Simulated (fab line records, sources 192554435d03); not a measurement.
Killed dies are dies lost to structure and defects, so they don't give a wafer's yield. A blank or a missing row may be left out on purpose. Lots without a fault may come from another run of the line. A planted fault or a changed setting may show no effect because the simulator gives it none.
Which tool did it? | flow n5_finfet | 24 lots, 72 wafers sampled, at 1 step of a route of 1938

WHAT THE GAUGES READ, wafer by wafer
N5_HKMG_FIN_THK_MEAS_70: measures by xrf. Usual: HK_THK 1.579 nm, standard deviation 0.021.
lot  | measured     | on            | HK_THK (nm)       | flag
L074 | day 4 02:23  | film_metro-02 | 1.548 1.582 1.608 |
L075 | day 4 09:04  | film_metro-02 | 1.604 1.535 1.563 |
L076 | day 4 17:16  | film_metro-02 | 1.548 1.541 1.561 |
L077 | day 4 21:50  | film_metro-01 | 1.568 1.568 1.548 |
L078 | day 5 00:33  | film_metro-01 | 1.594 1.587 1.603 |
L079 | day 5 10:01  | film_metro-01 | 1.589 1.580 1.614 |
L080 | day 5 19:01  | film_metro-02 | 1.597 1.577 1.551 |
L081 | day 5 19:37  | film_metro-02 | 1.574 1.550 1.589 |
L082 | day 6 03:04  | film_metro-01 | 1.596 1.598 1.568 |
L083 | day 6 10:26  | film_metro-02 | 1.580 1.553 1.577 |
L084 | day 6 15:00  | film_metro-02 | 1.625 1.562 1.598 |
L086 | day 7 03:43  | film_metro-02 | 1.589 1.572 1.583 |
L085 | day 7 05:22  | film_metro-01 | 1.593 1.577 1.595 |
L087 | day 7 11:53  | film_metro-01 | 1.571 1.573 1.569 |
L089 | day 7 22:23  | film_metro-02 | 1.603 1.548 1.587 |
L088 | day 7 23:04  | film_metro-02 | 1.586 1.602 1.550 |
L090 | day 8 03:40  | film_metro-02 | 1.581 1.601 1.561 |
L091 | day 8 10:56  | film_metro-02 | 1.586 1.576 1.597 |
L092 | day 8 14:04  | film_metro-02 | 1.575 1.525 1.590 |
L093 | day 8 23:19  | film_metro-01 | 1.605 1.585 1.577 |
L094 | day 9 02:50  | film_metro-01 | 1.580 1.599 1.571 |
L095 | day 9 10:29  | film_metro-02 | 1.537 1.588 1.596 |
L096 | day 9 16:28  | film_metro-02 | 1.555 1.588 1.584 |
L097 | day 10 15:45 | film_metro-01 | 1.590 1.586 1.599 |

WHICH TOOL RAN EACH LOT (tool, then ch and the chambers of the sampled wafers, then the start)
The record holds no process step before these readings.

WHAT THE TOOLS THEMSELVES READ (means of the sampled wafers that have a number; where no wafer has one, the mark that the record gives instead)
The record holds no such reading with a usual standard deviation.

THE ANSWER, worked out from the rows above alone
Rule: a lot is off if the mean of its wafers that have a number lies more than 3 standard deviations from the usual mean. A lot without any number at a reading at which 4 lots or more have one is off too. The other lots that the step has rows for count as sound. The gauges are gone through in route order, then the tools' own readings, and for those a lot's mean is taken as printed above. The first step at which some lot is off is used, and at that step the reading that is off furthest; a lot without a number counts as furthest.
No lot is off at any reading shown: from this, nothing can be told.

WHAT THE SIMULATOR HAD PUT IN
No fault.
